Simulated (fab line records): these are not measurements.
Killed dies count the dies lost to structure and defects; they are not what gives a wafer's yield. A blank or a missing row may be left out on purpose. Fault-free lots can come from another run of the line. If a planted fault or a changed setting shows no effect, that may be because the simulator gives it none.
The tool behind it: which one? + flow n5-finfet + 10 lots with 27 wafers sampled at 6 steps, on a route of 1938 steps

WHAT EACH GAUGE READ, for each wafer
N5_STI_FIN_REVEAL_FIN_H_MEAS_10. Usual: 51.7 nm for trench-depth-nm, sd 0.85.
| lot  | measured    | on     | trench-depth-nm (nm) | flag |
|------|-------------|--------|----------------------|------|
| L352 | day 2 19:07 | ocd-02 | 50.9 50.3            |      |
| L356 | day 3 18:33 | ocd-02 | 50.9 51.7 51.9       |      |
| L357 | day 4 03:14 | ocd-02 | 51.9 52.5 51.4       |      |
| L359 | day 4 12:11 | ocd-02 | 50.4 51.3 50.6       |      |
| L362 | day 5 09:53 | ocd-01 | 50.7 51.0 51.3       |      |
| L363 | day 5 14:46 | ocd-01 | 53.0 50.9 51.3       |      |
| L367 | day 6 12:44 | ocd-01 | 50.5 51.1 51.1       |      |
| L370 | day 7 07:50 | ocd-01 | 51.8 79.8 51.1       | OFF  |
| L372 | day 7 18:37 | ocd-02 | 50.3 78.1            | OFF  |
| L373 | day 8 00:58 | ocd-02 | 52.5 79.3            | OFF  |

N5_BEOL_M4_RC_MEAS_101. Usual: DIBL_N 36.1 mV/V, standard deviation 2.3; DIBL_P 36 mV/V, standard deviation 3.2; IOFF_N 0.16 nA/um, standard deviation 0.045; IOFF_P 0.21 nA/um, standard deviation 0.049; ION_N 674 uA/um, standard deviation 14; ION_P 462 uA/um, standard deviation 8.4; SS_N 71.6 mV/dec, standard deviation 0.83; SS_P 73.2 mV/dec, standard deviation 0.87; VT_N 249 mV, standard deviation 3.8; VT_P -250 mV, standard deviation 3.4.
| lot  | measured     | on        | DIBL_N (mV/V)  | DIBL_P (mV/V) | IOFF_N (nA/um) | IOFF_P (nA/um) | ION_N (uA/um) | ION_P (uA/um) | SS_N (mV/dec)  | SS_P (mV/dec)  | VT_N (mV)   | VT_P (mV)      | flag |
|------|--------------|-----------|----------------|---------------|----------------|----------------|---------------|---------------|----------------|----------------|-------------|----------------|------|
| L352 | day 12 07:51 | prober-01 | 33.3 34.5      | 35 36         | 0.12 0.13      | 0.19 0.23      | 655 664       | 460 464       | 70.6 70.5      | 73.0 72.7      | 254 249     | -250 -244      |      |
| L356 | day 13 01:20 | prober-02 | 37.0 38.4 36.7 | 38 39 37      | 0.19 0.20 0.19 | 0.25 0.25 0.23 | 671 679 683   | 455 465 464   | 72.0 72.7 72.6 | 73.9 74.4 73.6 | 246 249 250 | -247 -249 -249 |      |
| L357 | day 12 13:42 | prober-02 | 35.9 31.9 35.3 | 36 31 34      | 0.16 0.10 0.16 | 0.18 0.13 0.17 | 671 663 670   | 449 451 453   | 71.5 69.7 70.8 | 74.0 72.0 72.7 | 248 252 246 | -250 -256 -255 |      |
| L359 | day 12 22:52 | prober-02 | 34.9 36.0 34.8 | 34 36 33      | 0.12 0.14 0.12 | 0.15 0.19 0.15 | 652 668 645   | 444 456 439   | 70.7 71.9 70.9 | 71.9 73.5 72.9 | 253 251 254 | -255 -255 -257 |      |
| L362 | day 14 05:34 | prober-02 | 35.8 35.1 37.7 | 34 34 37      | 0.12 0.13 0.16 | 0.21 0.20 0.25 | 652 662 675   | 457 464 465   | 71.0 71.3 71.9 | 73.4 71.6 73.4 | 254 251 251 | -251 -249 -247 |      |
| L363 | day 13 09:17 | prober-02 | 34.9 35.4 34.2 | 35 33 33      | 0.13 0.13 0.11 | 0.20 0.17 0.15 | 682 662 648   | 472 458 444   | 71.0 71.3 70.2 | 73.2 72.0 72.0 | 253 251 257 | -250 -255 -256 |      |
| L367 | day 14 17:44 | prober-01 | 31.4 37.2 36.4 | 30 36 35      | 0.09 0.19 0.16 | 0.13 0.20 0.19 | 645 672 668   | 446 462 458   | 69.8 71.5 71.4 | 72.4 73.5 73.7 | 255 247 250 | -258 -249 -254 |      |
| L370 | day 17 04:29 | prober-01 | 35.1 36.6 35.3 | 37 38 37      | 0.15 0.19 0.15 | 0.23 0.23 0.21 | 659 682 665   | 460 457 454   | 71.3 72.4 71.9 | 73.8 73.2 73.4 | 250 248 252 | -250 -250 -250 |      |
| L372 | day 17 04:50 | prober-02 | 40.9 34.9      | 44 37         | 0.28 0.16      | 0.38 0.24      | 686 673       | 469 466       | 73.0 71.2      | 75.4 73.5      | 241 247     | -241 -246      |      |
| L373 | day 16 04:26 | prober-02 | 39.9 35.4      | 39 33         | 0.22 0.13      | 0.24 0.17      | 707 670       | 474 460       | 72.3 70.4      | 74.2 72.0      | 244 251     | -250 -248      |      |

EACH LOT AND THE TOOL THAT RAN IT (in order: tool; ch and the chambers of the sampled wafers; start)
| lot  | N5_STI_FIN_REVEAL_ALD_00         | N5_STI_FIN_REVEAL_ETCHBACK_08     | N5_STI_FIN_REVEAL_RECESS_09       | N5_DUMMY_GATE_CMP_04         |
|------|----------------------------------|-----------------------------------|-----------------------------------|------------------------------|
| L352 | ald-sin-01 ch 0,2, day 2 10:32   | rie-diel-03 ch 2,3, day 2 16:10   | vapor-etch-01 ch 0,1, day 2 16:25 | cmp-02 ch 2,3, day 2 23:12   |
| L356 | ald-sin-01 ch 1,2, day 3 09:47   | rie-diel-03 ch 1,2,3, day 3 15:26 | vapor-etch-01 ch 0,1, day 3 16:11 | cmp-03 ch 2,3, day 4 00:26   |
| L357 | ald-sin-04 ch 0,1,3, day 3 18:05 | rie-diel-04 ch 1,3, day 4 00:14   | vapor-etch-02 ch 0,1, day 4 00:29 | cmp-04 ch 0,1,2, day 4 07:45 |
| L359 | ald-sin-03 ch 2,3, day 4 03:36   | rie-diel-03 ch 1,2, day 4 09:14   | vapor-etch-01 ch 0,1, day 4 10:01 | cmp-04 ch 1,2, day 4 16:31   |
| L362 | ald-sin-01 ch 0,1,3, day 5 00:29 | rie-diel-03 ch 1,2, day 5 06:13   | vapor-etch-01 ch 0,1, day 5 06:28 | cmp-02 ch 0,2,3, day 5 14:19 |
| L363 | ald-sin-01 ch 0,2,3, day 5 06:08 | rie-diel-03 ch 0,1,2, day 5 11:47 | vapor-etch-02 ch 0,1, day 5 12:02 | cmp-03 ch 0,1,2, day 5 18:51 |
| L367 | ald-sin-03 ch 1,2,3, day 6 03:32 | rie-diel-04 ch 2,3, day 6 09:47   | vapor-etch-02 ch 0,1, day 6 10:34 | cmp-04 ch 0,1,2, day 6 16:46 |
| L370 | ald-sin-03 ch 0,1,3, day 6 23:16 | rie-diel-03 ch 0,2, day 7 04:53   | vapor-etch-02 ch 0,1, day 7 05:08 | cmp-02 ch 0,1, day 7 11:51   |
| L372 | ald-sin-04 ch 0,3, day 7 09:59   | rie-diel-03 ch 0,3, day 7 15:39   | vapor-etch-02 ch 1, day 7 15:54   | cmp-03 ch 1,2, day 7 22:43   |
| L373 | ald-sin-03 ch 1,2, day 7 16:17   | rie-diel-04 ch 0,3, day 7 22:01   | vapor-etch-02 ch 0, day 7 22:16   | cmp-03 ch 2,3, day 8 05:22   |
- N5_STI_FIN_REVEAL_ALD_00: deposits SiO2, target thk 1 nm, pulse time 1 s.
- N5_STI_FIN_REVEAL_ETCHBACK_08: etches SiO2 in C4F6/O2, target depth 30.5 nm, time 10.167 s.
- N5_STI_FIN_REVEAL_RECESS_09: chemistry HF/NH3, target SiO2, afs cycles 11, target depth 42.5 nm, sublimation time 60 s.
- N5_DUMMY_GATE_CMP_04: polishes a-Si.

AS READ BY THE TOOLS THEMSELVES (means over the sampled wafers that have a number; for cases with no such wafer, the mark the record gives instead)
N5_STI_FIN_REVEAL_ALD_00. Usual: heater-power-w 491 W, standard deviation 35; precursor-pulse-height-rel 0.999, standard deviation 0.019.
| lot  | tool       | heater-power-w (W) | precursor-pulse-height-rel | flag |
|------|------------|--------------------|----------------------------|------|
| L352 | ald-sin-01 | 444                | 0.993                      |      |
| L356 | ald-sin-01 | 494                | 1.000                      |      |
| L357 | ald-sin-04 | 484                | 1.004                      |      |
| L359 | ald-sin-03 | 476                | 0.992                      |      |
| L362 | ald-sin-01 | 472                | 0.981                      |      |
| L363 | ald-sin-01 | 477                | 0.986                      |      |
| L367 | ald-sin-03 | 490                | 0.990                      |      |
| L370 | ald-sin-03 | 525                | 1.007                      |      |
| L372 | ald-sin-04 | 482                | 0.998                      |      |
| L373 | ald-sin-03 | 482                | 0.984                      |      |

N5_STI_FIN_REVEAL_ETCHBACK_08. Usual: O2_flow_sccm 10.000 sccm, standard deviation 0.028; drypump-motor-current-A 5.67 A, standard deviation 0.21; oes-product-au 0.78 a.u., standard deviation 0.075; rf-vpp-V 669 V, standard deviation 26; showerhead-plenum-p-Torr 2.86 Torr, standard deviation 0.085; throttle-valve-pct 21.22 %, standard deviation 0.15.
| lot  | tool        | O2_flow_sccm (sccm) | drypump-motor-current-A (A) | oes-product-au (a.u.) | rf-vpp-V (V) | showerhead-plenum-p-Torr (Torr) | throttle-valve-pct (%) | flag |
|------|-------------|---------------------|-----------------------------|-----------------------|--------------|---------------------------------|------------------------|------|
| L352 | rie-diel-03 | 10.002              | 5.79                        | 0.79                  | 658          | 2.87                            | 21.09                  |      |
| L356 | rie-diel-03 | 10.013              | 5.77                        | 0.81                  | 650          | 2.83                            | 21.17                  |      |
| L357 | rie-diel-04 | 9.970               | 5.46                        | 0.75                  | 679          | 2.88                            | 21.24                  |      |
| L359 | rie-diel-03 | 10.022              | 5.89                        | 0.78                  | 655          | 2.89                            | 21.18                  |      |
| L362 | rie-diel-03 | 10.009              | 5.85                        | 0.80                  | 643          | 2.83                            | 21.26                  |      |
| L363 | rie-diel-03 | 10.002              | 5.76                        | 0.77                  | 646          | 2.85                            | 21.20                  |      |
| L367 | rie-diel-04 | 10.001              | 5.35                        | 0.72                  | 681          | 2.93                            | 21.24                  |      |
| L370 | rie-diel-03 | 9.994               | 5.82                        | 0.73                  | 656          | 2.91                            | 21.14                  |      |
| L372 | rie-diel-03 | 9.997               | 5.58                        | 0.75                  | 644          | 2.79                            | 21.12                  |      |
| L373 | rie-diel-04 | 10.002              | 5.55                        | 0.85                  | 676          | 2.85                            | 21.26                  |      |

N5_STI_FIN_REVEAL_RECESS_09. Usual: drypump-motor-current-A 5.6 A, standard deviation 0.66; sublimation-temp-c 180.02 C, standard deviation 0.15.
| lot  | tool          | drypump-motor-current-A (A) | sublimation-temp-c (C) | flag |
|------|---------------|-----------------------------|------------------------|------|
| L352 | vapor-etch-01 | 5.7                         | 180.19                 |      |
| L356 | vapor-etch-01 | 6.0                         | 179.96                 |      |
| L357 | vapor-etch-02 | 5.7                         | 179.95                 |      |
| L359 | vapor-etch-01 | 5.4                         | 180.02                 |      |
| L362 | vapor-etch-01 | 5.4                         | 179.87                 |      |
| L363 | vapor-etch-02 | 5.3                         | 180.09                 |      |
| L367 | vapor-etch-02 | 5.7                         | 180.17                 |      |
| L370 | vapor-etch-02 | 5.7                         | 179.96                 |      |
| L372 | vapor-etch-02 | 5.0                         | 179.92                 |      |
| L373 | vapor-etch-02 | 6.0                         | 180.31                 |      |

N5_DUMMY_GATE_CMP_04. Usual: edge-zone-pressure-frac 1.000, standard deviation 0.0051; motor-current-A 10.4 A, standard deviation 0.68; pad-life-wafers 1095, standard deviation 610; time-to-endpoint-s 13.6 s, standard deviation 2.6.
| lot  | tool   | edge-zone-pressure-frac | motor-current-A (A) | pad-life-wafers | time-to-endpoint-s (s) | flag |
|------|--------|-------------------------|---------------------|-----------------|------------------------|------|
| L352 | cmp-02 | 1.006                   | 10.8                | 1184            | 12.8                   |      |
| L356 | cmp-03 | 1.000                   | 10.3                | 553             | 15.2                   |      |
| L357 | cmp-04 | 1.002                   | 10.0                | 2036            | 13.1                   |      |
| L359 | cmp-04 | 1.007                   | 10.1                | 2102            | 16.2                   |      |
| L362 | cmp-02 | 0.998                   | 10.6                | 1586            | 11.3                   |      |
| L363 | cmp-03 | 1.002                   | 11.1                | 836             | 16.7                   |      |
| L367 | cmp-04 | 1.005                   | 9.9                 | 61              | 13.3                   |      |
| L370 | cmp-02 | 1.000                   | 10.4                | 1944            | 13.5                   |      |
| L372 | cmp-03 | 1.000                   | 11.6                | 1280            | 14.0                   |      |
| L373 | cmp-03 | 1.003                   | 10.2                | 1380            | 10.3                   |      |

THE ANSWER, worked out from the rows above alone
Rule: a lot is off if the mean of its wafers that have a number lies more than 3 standard deviations from the usual mean. Also off: a lot with no number at a reading for which 4 or more lots have one. The other lots that the step has rows for count as sound. After the gauges, taken in route order, come the tools' own readings; for these a lot's mean is taken, as printed above. At the first step where some lot is off, the reading lying furthest off is the one used; lots without a number count as furthest.
Off at N5_STI_FIN_REVEAL_FIN_H_MEAS_10 (trench-depth-nm): L370, L372, L373.
If a tool, at a process step before that reading, ran all the lots that are off and no sound lot after the first of them, it fits. The gauges at N5_STI_FIN_REVEAL_FIN_H_MEAS_10 are tried like those tools. One fits: N5_STI_FIN_REVEAL_RECESS_09 on vapor-etch-02. A fault onset in the window from L367 (day 6 10:34, its last sound lot) to L370 (day 7 05:08, its first lot off) fits.

WHAT HAD BEEN PUT IN BY THE SIMULATOR
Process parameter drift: vapor-etch-02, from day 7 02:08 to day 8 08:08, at N5_STI_FIN_REVEAL_RECESS_09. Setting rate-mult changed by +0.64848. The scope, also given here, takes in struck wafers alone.
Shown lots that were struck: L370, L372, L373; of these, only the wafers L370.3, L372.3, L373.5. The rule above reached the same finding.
